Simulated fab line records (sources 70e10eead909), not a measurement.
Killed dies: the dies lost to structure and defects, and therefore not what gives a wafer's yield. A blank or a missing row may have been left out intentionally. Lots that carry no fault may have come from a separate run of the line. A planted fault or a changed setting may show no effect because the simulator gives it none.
A lot that was struck, set against a sound lot / flow nand-harc / 21 out of 1159 route steps
Sound: wafers L507.1, L507.2, L507.3. Struck: wafers L520.2, L520.3, L520.5. Last of all comes the cause.
Per side, at each step with rows, come the tool, then ch with its chambers, and then its first start. Under that, the readings that differ: sound wafers / struck wafers / difference of the means / sigmas: that difference in standard deviations of wafers without a fault.
alike: readings whose means differ by less than 2 such deviations, and words and numbers that are the same on both sides. not compared: withheld readings, readings that some wafer has no value for, bounds like >300 that may hide the same value, and numbers for which the record gives no deviation and whose values overlap.
Wherever a step has rows on one side only, a row that says differs or no value, or a row with sigmas, the two part there. When numbers do not overlap yet have no deviation, they are printed without sigmas and do not part them. A reading that every wafer of one side lacks parts them only if that side has two wafers or more.

NHARC_A_CONTACT_CMP_20: polishes, t overpolish 30 s, target thk 300 nm.
  sound on cmp-02 ch 0,1,2, day 19 17:07; struck on cmp-02 ch 1,3, day 22 01:33
reading=time-to-endpoint-s (s); sound=59 57 65; struck=72 62 71; difference=+8; sigmas=+2
  alike: motor-current-A, overpolish-run-s
next, for these wafers, 1 step has no rows: NHARC_A_CONTACT_SRD_22.
NHARC_A_CONTACT_INSPECT_23:
  sound on defect-inspect-02, day 19 17:31; struck on defect-inspect-02, day 22 01:58
  alike: raw-defect-count
then, 8 steps without rows for these wafers: NHARC_A_BLC_DEHYDRATE_00 (time 120 s); NHARC_A_BLC_HMDS_01 (time 30 s); NHARC_A_BLC_COAT_02 (time 75 s); NHARC_A_BLC_COAT_03 (time 65 s); NHARC_A_BLC_COAT_04 (resist thk 90 nm); NHARC_A_BLC_SOFTBAKE_05 (time 55 s); NHARC_A_BLC_EBR_06; NHARC_A_BLC_EXPOSE_07 (exposes mask A BLC, target cd 100 nm).
NHARC_A_BLC_PEB_08: peb time 65 s.
  sound on litho-track-04 ch 0, day 19 17:49; struck on litho-track-06 ch 0, day 22 02:16
reading=heater-power-total-W (W); sound=157.2 156.1 156.8; struck=154.7 154.2 154.5; difference=-2.2; sigmas=-5
reading=plate-temp-C (C); sound=100.10 100.23 100.16; struck=99.22 98.97 98.89; difference=-1.14; sigmas=-9
  alike: exhaust-pa, resist-line-temp-C
then, 1 step without rows for these wafers: NHARC_A_BLC_DEVELOP_09 (develop time 35 s).
NHARC_A_BLC_CD_MEAS_10 targets a cd of 100 nm.
  sound on cd-sem-02 ch 0, day 19 17:54; struck on cd-sem-02 ch 0, day 22 02:20
reading=cd-nm (nm); sound=98.9 99.1 99.2; struck=96.2 98.0 97.3; difference=-1.9; sigmas=-3
NHARC_A_BLC_OVL_MEAS_11:
  sound on overlay-02, day 19 17:59; struck on overlay-01, day 22 02:26
  alike: overlay-x-nm, overlay-y-nm
NHARC_A_BLC_INSPECT_12:
  sound on defect-inspect-01, day 19 18:02; struck on defect-inspect-01, day 22 02:28
  alike: raw-defect-count
NHARC_A_BLC_DESCUM_15: chemistry O2, time 3 s.
  sound on rie-diel-04 ch 0,1,3, day 19 18:07; struck on rie-diel-04 ch 0,2,3, day 22 02:32
reading=model.A_BLC.cd-nm (nm); sound=98.57 99.2 99.15; struck=95.47 98.38 97.31; difference=-1.92; sigmas=
  alike: drypump-motor-current-A, oes-product-au, rf-vpp-V, showerhead-plenum-p-Torr, throttle-valve-pct
  not compared: rf-hours-counter-h
NHARC_A_BLC_ETCH_16: etches the open film in CF4, target depth 39 nm, time 65 s.
  sound on rie-diel-04 ch 0,1,3, day 19 18:11; struck on rie-diel-04 ch 0,2, day 22 02:37
  alike: drypump-motor-current-A, oes-product-au, rf-vpp-V, showerhead-plenum-p-Torr, throttle-valve-pct
  not compared: rf-hours-counter-h
NHARC_A_BLC_ETCH_17: etches the open film in N2/H2, target depth 390 nm, time 609.38 s.
  sound on rie-diel-04 ch 0,1,2; struck on rie-diel-04 ch 0,2
  alike: drypump-motor-current-A, oes-product-au, rf-vpp-V, showerhead-plenum-p-Torr, throttle-valve-pct
  not compared: rf-hours-counter-h, model.A_BLC.cd-nm
NHARC_A_BLC_ETCH_18: etches the open film in C4F8/O2/Ar, target depth 910 nm.
  sound on rie-diel-04 ch 0,1,2; struck on rie-diel-04 ch 1,2
  alike: oes-product-au, rf-vpp-V
  not compared: rf-hours-counter-h
NHARC_END_SORT_01:
  the record has rows for the sound wafers here (prober-01 ch 0, day 24 12:28) and none for the struck ones

== WHERE THEY PART ==
Earliest at NHARC_A_CONTACT_CMP_20; latest, in this record, at NHARC_END_SORT_01.

WHY: what the simulator had put in
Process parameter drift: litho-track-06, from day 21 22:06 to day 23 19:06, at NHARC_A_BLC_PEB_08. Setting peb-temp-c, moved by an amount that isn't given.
